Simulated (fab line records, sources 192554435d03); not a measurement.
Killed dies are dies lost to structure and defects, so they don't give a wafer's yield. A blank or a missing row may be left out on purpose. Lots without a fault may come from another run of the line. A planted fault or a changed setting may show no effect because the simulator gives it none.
fab line records | flow n5_finfet
record lots=4 wafers=12 last_day=19
route steps=1938 shown HKMG_FIN@390 BEOL_M4@1111 PASSIVATION@1936
lots that met no fault: from a run of the same line without faults
start_h: hours from the record's first day to the start of the lot's first wafer shown | wait_h: hours since the lot's step before | " the same as in the row above | L1.1+2: a row that stands for several wafers | - no value, or no start given | * or withheld: withheld | < > ~ a bound
route shown NAME@n: a module of which the file shows steps, and the number in the route of the first | usual: mean/standard deviation of fault-free wafers | same: alike in all rows | chamber/n: place in a boat | sites: the reading at each site | _std_site: their standard deviation | _edge_site: outer sites' mean less inner sites' | radius_mm: how far each site lies from the wafer's centre | mask NAME#n: copy n | behind: the tool/chamber that last shaped the wafer | hold: why the lot was held/for how many hours/how that ended | device: the transistor (n, p or np) that didn't switch | end of line: the same wafers' tests at the end of the route | a step without rows: its recipe alone | killed: dies lost to structure and defects at the first sort, not the wafer's yield | map: a wafer's dies, x killed, . not, _ none there
set.NAME: the setting as run; set.NAME@STEP: as run at that earlier step | model.NAME: the simulator's own value behind a step, which no gauge read
lots at some steps of the route; a table a step, a row a wafer
services: from which hour (start_h, from the record's first day; less than 0 if before it) a tool's chamber was out of use, for how many hours, and why
## steps
# step N5_HKMG_FIN_COAT_41
# recipe resist=SOC temp_c=250 time_s=60 spin_rpm=1500 resist_thk_nm=300
# step N5_HKMG_FIN_COAT_42
# recipe resist=SiARC temp_c=220 time_s=60 spin_rpm=1500 resist_thk_nm=35
# step N5_HKMG_FIN_COAT_43
# recipe resist=CAR-ArF spin_rpm=1500 resist_thk_nm=90
# step N5_HKMG_FIN_EBR_45
# recipe solvent=PGMEA ebr_width_mm=1.5
# step N5_HKMG_FIN_SOFTBAKE_44
# recipe temp_c=110 time_s=60 resist=CAR-ArF
# step N5_HKMG_FIN_EXPOSE_46
# recipe mask_id=NDIPOLE na=1.35 source_shape=conventional sigma_outer=0.8 polarization=unpolarized dose_mj=40
# step N5_HKMG_FIN_PEB_47
# recipe peb_temp_c=withheld peb_time_s=60 resist=CAR-ArF
# step N5_HKMG_FIN_DEVELOP_48
# recipe develop_time_s=30 developer=TMAH resist=CAR-ArF rinse_liquid=diw dry=air_spin dev_temp_c=23
# step N5_HKMG_FIN_DESCUM_53
# recipe chemistry=O2 time_s=7.9 source_power_w=50 bias_power_w=20 pressure_mtorr=20 rf_frequency_hz=2.712e+07 temp_c=40 resist=CAR-ArF o2_flow_sccm=225
# step N5_HKMG_FIN_ETCH_54
# recipe chemistry=CF4 target=SiARC target_depth_a=455 mask_material=CAR-ArF time_s=75.8 ion_energy_ev=80 pressure_mtorr=40 source_w=545 bias_w=36 Ar_flow_sccm=100 cf4_flow_sccm=100 ends=cleared
# usual drypump_motor_current_A=5.7/0.37 etch_rf_on_time_s=75/3.4 oes_product_au=0.71/0.086 rf_vpp_V=184.5/1.2 showerhead_plenum_p_Torr=2.17/0.065 throttle_valve_pct=15.56/0.24
# columns lot.wafer tool chamber start_h wait_h drypump_motor_current_A etch_rf_on_time_s oes_product_au rf_hours_counter_h rf_vpp_V showerhead_plenum_p_Torr throttle_valve_pct
L134.4 rie_diel-03 2 92.41 0.0 5.2 72 0.61 239 185.1 2.20 15.83
L134.5 " 0 " " 5.4 78 0.63 - 184.1 2.14 15.70
L134.6 " 1 " " 5.5 82 0.60 - 184.5 2.22 15.90
L149.2 rie_diel-03 0 184.42 0.0 5.5 77 0.61 180 183.7 2.13 15.76
L149.4 " 3 " " 5.9 77 0.79 8 185.9 2.19 15.60
L149.5 " 0 " " 5.5 77 0.60 - 185.4 2.13 15.76
L150.1 rie_diel-03 1 188.46 0.0 5.5 82 0.57 247 185.9 2.21 15.96
L150.3 " 0 " " 5.5 77 0.61 181 182.6 2.13 15.77
L150.5 " 2 " " 5.2 72 0.78 - 184.9 2.19 15.35
L152.3 rie_diel-02 2 198.31 0.0 5.5 71 0.70 98 186.3 2.22 15.47
L152.5 " 3 " " 5.6 76 0.60 - 183.3 2.03 15.84
L152.6 " 2 " " 5.5 72 0.70 - 185.2 2.22 15.48
# step N5_HKMG_FIN_ETCH_55
# recipe chemistry=N2/H2 target=SOC target_depth_a=2400 temp_c=40 time_s=300 ion_energy_ev=200 mask_material=SiARC pressure_mtorr=30 source_w=840 bias_w=150 n2_flow_sccm=200 h2_flow_sccm=200
# step N5_HKMG_FIN_STRIP_56
# recipe chemistry=N2/H2 temp_c=40 n2_flow_sccm=200 h2_flow_sccm=200 rf_frequency_hz=6e+07
# step N5_HKMG_FIN_STRIP_57
# recipe chemistry=CF4 resist=SiARC power_w=300 bias_power_w=75 pressure_mtorr=50 cf4_flow_sccm=150 rf_frequency_hz=6e+07
# step N5_HKMG_FIN_ETCH_58
# recipe chemistry=N2/H2 target=SOC target_depth_a=2158 ion_energy_ev=50 bias_w=13 time_s=741 pressure_mtorr=30 source_w=875 n2_flow_sccm=200 h2_flow_sccm=200
# step N5_HKMG_FIN_STRIP_93
# recipe chemistry=N2/H2 material=SOC time_s=20 power_w=500 temp_c=40 pressure_mtorr=50 rf_frequency_hz=6e+07 bias_power_w=8 h2_frac=0.5 n2_flow_sccm=300 h2_flow_sccm=300
# step N5_HKMG_FIN_WET_ETCH_76
# recipe chemistry=dNH4OH mix=1:50 temp_c=25 target=Al2O3 stop_on=La2O3 target_depth_nm=2.25 dry=ipa_marangoni rinse_time_s=30 rinse_temp_c=23
# step N5_HKMG_FIN_STRIP_60
# recipe chemistry=N2/H2 power_w=2500 temp_c=300 h2_frac=0.65 time_s=360 pressure_mtorr=withheld n2_flow_sccm=1750 h2_flow_sccm=3250
# step N5_HKMG_FIN_WET_ETCH_77
# recipe chemistry=dHCl mix=1:10000 temp_c=25 target=La2O3 stop_on=HfO2 target_depth_nm=2
# step N5_HKMG_FIN_WET_ETCH_78
# recipe chemistry=dNH4OH mix=1:50 temp_c=25 target=Al2O3 stop_on=La2O3 target_depth_nm=4.5 dry=ipa_marangoni rinse_time_s=30 rinse_temp_c=23
# step N5_HKMG_FIN_ALD_79
# recipe material=TiN target_thk_a=15 temp_c=400 ald_precursor_family=TiCl4 ald_co_reactant=NH3 pulse_time_s=1 purge_time_s=3 co_reactant_purge_time_s=2 co_reactant_pulse_time_s=2 ald_cycles=68 pressure_torr=3
# step N5_HKMG_FIN_CVD_62
# recipe material=a-Si target_thk_a=30 temp_c=500 precursor=Si2H6 pressure_torr=1 time_s=20.8
# step N5_HKMG_FIN_RTA_80
# recipe temp_c=withheld time_s=2 ambient=N2 idle_temp_c=600 ramp_up_c_per_s=150 ramp_down_c_per_s=60 cool_to_c=600
# step N5_HKMG_FIN_PRECLEAN_64
# recipe chemistry=dHF time_s=30 temp_c=25 dilution=withheld
# step N5_HKMG_FIN_WET_ETCH_65
# recipe chemistry=TMAH temp_c=70 conc_wt_pct=5 target=a-Si stop_on=TiN time_s=49 target_depth_nm=3
# step N5_HKMG_FIN_WET_ETCH_81
# recipe chemistry=SC1 target=TiN stop_on=HfO2 mix=1:1:5 temp_c=60 time_s=57 target_depth_nm=6
# step N5_HKMG_FIN_WET_ETCH_82
# recipe chemistry=dHCl mix=1:10000 temp_c=25 target=La2O3 stop_on=HfO2 target_depth_nm=2 dry=ipa_marangoni rinse_time_s=30 rinse_temp_c=23
# step N5_HKMG_FIN_ALD_36
# recipe material=TiN target_thk_a=10 temp_c=400 ald_precursor_family=TiCl4 ald_co_reactant=NH3 pulse_time_s=1 purge_time_s=3 co_reactant_purge_time_s=2 co_reactant_pulse_time_s=2 ald_cycles=47 pressure_torr=3
# step N5_HKMG_FIN_PWFM_ALD_03
# recipe material=TiN target_thk_a=20 temp_c=400 ald_precursor_family=TiCl4 ald_co_reactant=NH3 pulse_time_s=1 purge_time_s=3 co_reactant_purge_time_s=2 co_reactant_pulse_time_s=2 ald_cycles=91 pressure_torr=3
# step N5_HKMG_FIN_COAT_29
# recipe resist=SOC temp_c=250 time_s=60 spin_rpm=1500 resist_thk_nm=300
# step N5_HKMG_FIN_COAT_30
# recipe resist=SiARC temp_c=220 time_s=60 spin_rpm=1500 resist_thk_nm=35
# step N5_HKMG_FIN_COAT_06
# recipe resist=CAR-ArF spin_rpm=1500 resist_thk_nm=90
# step N5_HKMG_FIN_EBR_08
# recipe solvent=PGMEA ebr_width_mm=1.5
# step N5_HKMG_FIN_SOFTBAKE_07
# recipe temp_c=110 time_s=60 resist=CAR-ArF
# step N5_HKMG_FIN_EXPOSE_09
# recipe mask_id=NWFM na=1.35 source_shape=conventional sigma_outer=0.8 polarization=unpolarized dose_mj=39.25
# step N5_HKMG_FIN_PEB_10
# recipe peb_temp_c=withheld peb_time_s=60 resist=CAR-ArF
# step N5_HKMG_FIN_DEVELOP_11
# recipe develop_time_s=30 developer=TMAH resist=CAR-ArF dev_temp_c=23 rinse_liquid=diw dry=air_spin
# step N5_HKMG_FIN_INSPECT_14
# recipe mode=adi inspect_instrument=macro
# usual raw_defect_count=2.2/1.5
# columns lot.wafer tool chamber start_h wait_h raw_defect_count
L134.4 defect_inspect-01 - 95.66 0.0 1
L134.5 " - " " 3
L134.6 " - " " 1
L149.2 defect_inspect-01 - 187.84 0.0 >300
L149.4 " - " " 5
L149.5 " - " " >300
L150.1 defect_inspect-02 - 191.76 0.0 3
L150.3 " - " " >300
L150.5 " - " " 4
L152.3 defect_inspect-02 - 201.66 0.0 1
L152.5 " - " " 1
L152.6 " - " " 2
# step N5_BEOL_M4_RC_MEAS_101
# usual DIBL_N=36.1/2.5 DIBL_P=36/3.3 IOFF_N=0.16/0.046 IOFF_P=0.20/0.051 ION_N=676/16 ION_P=462/11 SS_N=71.6/0.87 SS_P=73.2/0.86 VT_N=251/4.4 VT_P=-252/4.6
# columns lot.wafer tool chamber start_h wait_h DIBL_N[mV/V] DIBL_P[mV/V] IOFF_N[nA/um] IOFF_P[nA/um] ION_N[uA/um] ION_P[uA/um] SS_N[mV/dec] SS_P[mV/dec] VT_N[mV] VT_P[mV]
L134.4 prober-02 0 203.34 0.5 39.1 40 0.22 0.24 700 472 72.1 74.1 243 -248
L134.5 " 0 " " 38.6 39 0.20 0.23 692 470 72.5 73.8 245 -251
L134.6 " 0 " " 32.8 34 0.11 0.16 656 451 70.7 72.5 252 -254
L149.2 prober-02 0 308.78 0.2 40.9 40 0.25 0.31 673 462 73.3 75.9 245 -248
L149.4 " 0 " " 37.2 34 0.16 0.18 656 447 72.3 73.3 250 -253
L149.5 " 0 " " 37.6 37 0.19 0.23 701 474 72.1 74.2 245 -249
L150.1 prober-01 0 313.20 0.0 33.2 32 0.12 0.16 682 472 70.2 72.5 253 -253
L150.3 " 0 " " 31.6 30 0.09 0.14 658 463 69.9 73.0 256 -254
L150.5 " 0 " " 35.5 34 0.13 0.19 674 467 70.8 73.2 253 -249
L152.3 prober-02 0 335.39 0.3 37.6 39 0.17 0.28 681 480 71.7 73.8 248 -241
L152.5 " 0 " " 35.5 35 0.14 0.20 650 454 71.9 72.3 255 -249
L152.6 " 0 " " 41.5 43 0.26 0.36 697 485 72.4 75.0 246 -240
# step N5_PASSIVATION_PROBE_49
# usual defect_limited_yield=91.0/1.4 killed_at_M0_to_M3=34/10 killed_at_M4_up=15/5.5 killed_at_contacts=12/6.1 killed_at_front_end=41/12 killed_at_other=4/3.4 killed_dies=106/17 killed_open=70/13 killed_short=34/7.4 sort_bin_4_leakage=0.01/0.065 sort_bin_5_function=5.3/1 sort_bin_6_memory=3.4/0.69 sort_n_pass=1073/17 sort_yield_pct=91.0/1.4
# same gross_dies=1180 killed_at_back_side=0 sort_bin_8_speed[%]=0
# columns lot.wafer tool chamber start_h wait_h defect_limited_yield[%] killed_at_M0_to_M3 killed_at_M4_up killed_at_contacts killed_at_front_end killed_at_other killed_dies killed_open killed_short sort_bin_4_leakage[%] sort_bin_5_function[%] sort_bin_6_memory[%] sort_n_pass sort_yield_pct[%]
L134.4 prober-02 - 305.12 0.2 92.5 41 8 5 28 6 88 58 29 0 4.2 2.8 1092 92.5
L134.5 prober-02 - 305.17 0.2 90.3 29 15 11 50 9 114 79 33 0 5.8 3.7 1066 90.3
L134.6 prober-02 - 305.22 0.3 92.2 25 6 8 40 13 92 65 26 0 4.6 3.1 1088 92.2
L150.1 prober-02 - 426.30 0.0 91.5 18 12 10 60 0 100 66 33 0 5.2 3.1 1080 91.5
L150.3 prober-02 - 426.40 0.1 79.6 34 12 9 181 5 241 74 32 0 13.1 3.9 939 79.6
L150.5 prober-02 - 426.50 0.2 88.1 33 12 16 67 13 141 85 55 0 7.0 4.9 1039 88.1
L149.2 prober-02 - 431.02 0.1 82.0 22 13 7 165 5 212 54 26 0 10.5 4.5 968 82.0
L149.4 prober-02 - 431.12 0.2 92.5 31 13 14 26 4 88 61 25 0 4.1 3.1 1092 92.5
L149.5 prober-02 - 431.17 0.2 80.6 42 10 24 148 5 229 80 21 0 12.6 3.9 951 80.6
L152.3 prober-01 - 448.26 0.1 93.5 20 14 14 27 2 77 45 30 0 4.2 2.0 1103 93.5
L152.5 prober-01 - 448.36 0.2 90.8 29 15 34 27 3 108 75 30 0 4.9 3.9 1072 90.8
L152.6 prober-01 - 448.41 0.3 92.1 23 13 14 35 8 93 48 44 0.08 4.5 3.0 1086 92.0
# killed by level:class
L134.4 BEOL_M0_SAQP:geometric_particle:open=10 BEOL_M0_SAQP:geometric_particle:short=7 STI_FIN_REVEAL:geometric_particle:open=6 BEOL_M2:geometric_particle:open=6 BEOL_M3:geometric_particle:open=6 FIN_SAQP:geometric_particle:open=4 GATE_CUT:geometric_particle:open=4 MOL_CONTACT_COAG:geometric_particle:open=4
L134.5 STI_FIN_REVEAL:geometric_particle:open=28 BEOL_M0_SAQP:geometric_particle:short=12 MOL_CONTACT_COAG:geometric_particle:open=8 FIN_SAQP:geometric_particle:short=6 BEOL_M2:geometric_particle:open=6 FIN_SAQP:geometric_particle:open=5 STI_FIN_REVEAL:geometric_particle:short=4 BEOL_M0_SAQP:geometric_particle:open=4
L134.6 STI_FIN_REVEAL:geometric_particle:open=17 BEOL_M0_SAQP:geometric_particle:open=7 MOL_CONTACT_COAG:geometric_particle:open=6 MIM_TOP_ETCH:geometric_particle:short=6 BEOL_M3:geometric_particle:open=5 BEOL_M2:geometric_particle:open=5 STARTING-WAFER:geometric_particle:short=5 FIN_SAQP:geometric_particle:open=4
L150.1 STI_FIN_REVEAL:geometric_particle:open=17 FIN_SAQP:geometric_particle:short=14 FIN_SAQP:geometric_particle:open=11 MOL_CONTACT_COAG:geometric_particle:open=8 BEOL_M1:geometric_particle:open=6 BEOL_M4:geometric_particle:open=5 BEOL_M2:geometric_particle:open=5 SPACER0:geometric_particle:open=4
L150.3 HKMG_FIN:unspecified=134 STI_FIN_REVEAL:geometric_particle:open=21 BEOL_M2:geometric_particle:open=15 MOL_CONTACT_COAG:geometric_particle:open=7 BEOL_M0_SAQP:geometric_particle:short=7 FIN_SAQP:geometric_particle:open=6 BEOL_M4:geometric_particle:open=6 FIN_SAQP:geometric_particle:short=5
L150.5 STI_FIN_REVEAL:geometric_particle:open=21 FIN_SAQP:geometric_particle:short=18 BEOL_M1:geometric_particle:open=13 MOL_CONTACT_COAG:geometric_particle:open=10 GATE_CUT:geometric_particle:short=9 BEOL_M3:geometric_particle:open=9 FIN_SAQP:geometric_particle:open=8 MOL_CONTACT_COAG:geometric_particle:short=6
L149.2 HKMG_FIN:unspecified=127 STI_FIN_REVEAL:geometric_particle:open=10 MOL_CONTACT_COAG:geometric_particle:open=6 FIN_SAQP:geometric_particle:open=5 STARTING-WAFER:geometric_particle:open=5 BEOL_M0_SAQP:geometric_particle:short=5 BEOL_M0_SAQP:geometric_particle:open=5 BEOL_M1:geometric_particle:open=4
L149.4 MOL_CONTACT_COAG:geometric_particle:open=11 BEOL_M1:geometric_particle:open=9 FIN_SAQP:geometric_particle:open=7 STI_FIN_REVEAL:geometric_particle:open=7 BEOL_M4:geometric_particle:open=7 BEOL_M0_SAQP:geometric_particle:open=6 BEOL_M2:geometric_particle:open=6 BEOL_M0_SAQP:geometric_particle:short=4
L149.5 HKMG_FIN:unspecified=126 MOL_CONTACT_COAG:geometric_particle:open=21 BEOL_M0_SAQP:geometric_particle:open=12 STI_FIN_REVEAL:geometric_particle:open=10 BEOL_M0_SAQP:geometric_particle:short=9 BEOL_M1:geometric_particle:open=9 BEOL_M4:geometric_particle:open=7 BEOL_M0:geometric_particle:open=5
L152.3 MOL_CONTACT_COAG:geometric_particle:open=9 FIN_SAQP:geometric_particle:short=8 BEOL_M0_SAQP:geometric_particle:open=8 MOL_CONTACT_COAG:geometric_particle:short=5 FIN_SAQP:geometric_particle:open=4 STI_FIN_REVEAL:geometric_particle:open=3 BEOL_M0_SAQP:geometric_particle:short=3 STARTING-WAFER:geometric_particle:short=3
L152.5 MOL_CONTACT_COAG:geometric_particle:open=25 FIN_SAQP:geometric_particle:open=8 MOL_CONTACT_COAG:geometric_particle:short=8 BEOL_M1:geometric_particle:open=8 STI_FIN_REVEAL:geometric_particle:open=5 BEOL_M0_SAQP:geometric_particle:open=4 BEOL_M0_SAQP:geometric_particle:short=4 BEOL_M3:geometric_particle:open=4
L152.6 FIN_SAQP:geometric_particle:open=9 MOL_CONTACT_COAG:geometric_particle:open=9 BEOL_M0_SAQP:geometric_particle:short=9 FIN_SAQP:geometric_particle:short=6 MOL_CONTACT_COAG:geometric_particle:short=5 BEOL_M1:geometric_particle:open=5 PAD_METAL:geometric_particle:short=5 BEOL_M0_SAQP:geometric_particle:open=4
# map L149.5 (x killed, . not)
_________________..x.........________________
______________.............x...._____________
___________........................__________
__________....xx..........x...x..x.._________
________x..............xxx.......x...._______
_______.........x.......x........x.x...______
______....x....................x....x..._____
_____................................x...____
____......x....................x.x........___
___.x.....x...x.x.............x............__
___.......x................................__
__.......x.....x.x....x....................._
__............x...x...x..x....x.....x....xx._
_...........x..x............x....x...........
_..............xx.....x.....................x
_........x............x......x..........x.x..
_...x................................x.x.....
_........x........x.......x.......x..........
_...............x......x....x.............x..
_.................x...x...................x..
_.x.................x..x...xx................
__..................................x...x..._
__.x.........x.......x...x.x.......x...x...._
___....x......x......xxxx.x.......x...xx...__
___..............xxxxxxxxxx................__
____...........xxxxxxxxxxxxxxxxx.....x...x___
_____......xx...x.xxxxxxxxxxxx.....x.x...____
______..........x.xxxxxxxxxxxxxxx......._____
_______.....x....xxxxxxxxxxxxx.........______
________..........xxxxxxxxxxxxx.x....._______
__________.....xx.xxxxxxxxxxxx......_________
___________......x.xxxxxxxxx.x...x.__________
______________......xxxxxxxxxxxx_____________
_________________...xxxxxxxxx________________
# map L150.3 (x killed, . not)
_________________..x...x.....________________
______________......x...x......._____________
___________.x.............xx....x..__________
__________...................x...x.._________
________.....x........................_______
_______.x....x...............x.........______
______.............x.....x.........xx..._____
_____.......xx..............x..........xx____
____..............................x.......___
___.......x........x...x.x..........x......__
___..x..x.................x.x....x.......x.__
__.....x.................x....x.........x..._
__.x.................x.................x...._
_.......x.....x...........x.......xx.........
_........x........x..........................
_............x........x.....x....x...........
_..........x..........x.x..............x.....
_.........x...........x......x.............x.
_x......x....x.....x....x....................
_....x.........x........................x....
_.x...x.............x.x..x............x......
__.x.......x..x..........x.........x........_
__x....x............x......x.......x...x...._
___....xx......x..xx.xxxxxx..........x...x.__
___.x..............xxxxxxxxx..x............__
____....x..x....x.xxxxxxxxxxx.x..........x___
_____.........x.x.xxxxxxxxxxxx.x.........____
______.........x..xxxxxxxxxxxxx.x......._____
_______x....x....xxxxxxxxxxxxxxxx.xx..x______
________..........xxxxxxxxxxxxx.x....._______
__________.x...x..xxxxxxxxxxxxx....._________
___________..x....x.xxxxxxxxxxxxx..__________
______________....x.xxxxxxxxx.x._____________
_________________.xxxx.xxxxx.________________
## services
# columns tool chamber start_h hours kind
rie_diel-03 1 80.63 1.5 repair
rie_diel-03 - 89.00 0.2 repair
rie_diel-03 2 127.09 - clean
rie_diel-03 2 127.09 - consumable_replace:focus_ring
rie_diel-03 2 127.09 13.7 scheduled_down
rie_diel-03 2 127.09 13.7 vent_cycle
rie_diel-03 3 143.60 - clean
rie_diel-03 3 143.60 - consumable_replace:focus_ring
rie_diel-03 3 143.60 18.2 scheduled_down
rie_diel-03 3 143.60 18.2 vent_cycle
rie_diel-02 1 170.85 12.0 repair
## key
first_sign step=N5_HKMG_FIN_INSPECT_14 reading=raw_defect_count direction=up sigmas=99+ usual=2.2 struck=>300
effect step=N5_PASSIVATION_PROBE_49 reading=killed_at_front_end direction=up sigmas=10 usual=41 struck=165
more_kills_born_at N5_HKMG_FIN_ETCH_54@rie_diel-03=387
met_at N5_HKMG_FIN_ETCH_54
struck_wafers L149.2,L149.5,L150.3
onset_between 92.41 184.42
fault kind=chamber_particle_source tool=rie_diel-03 chamber=0 onset_h=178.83 steps=N5_HKMG_FIN_ETCH_54 rate_per_visit_cm2=1.1478 end_h=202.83
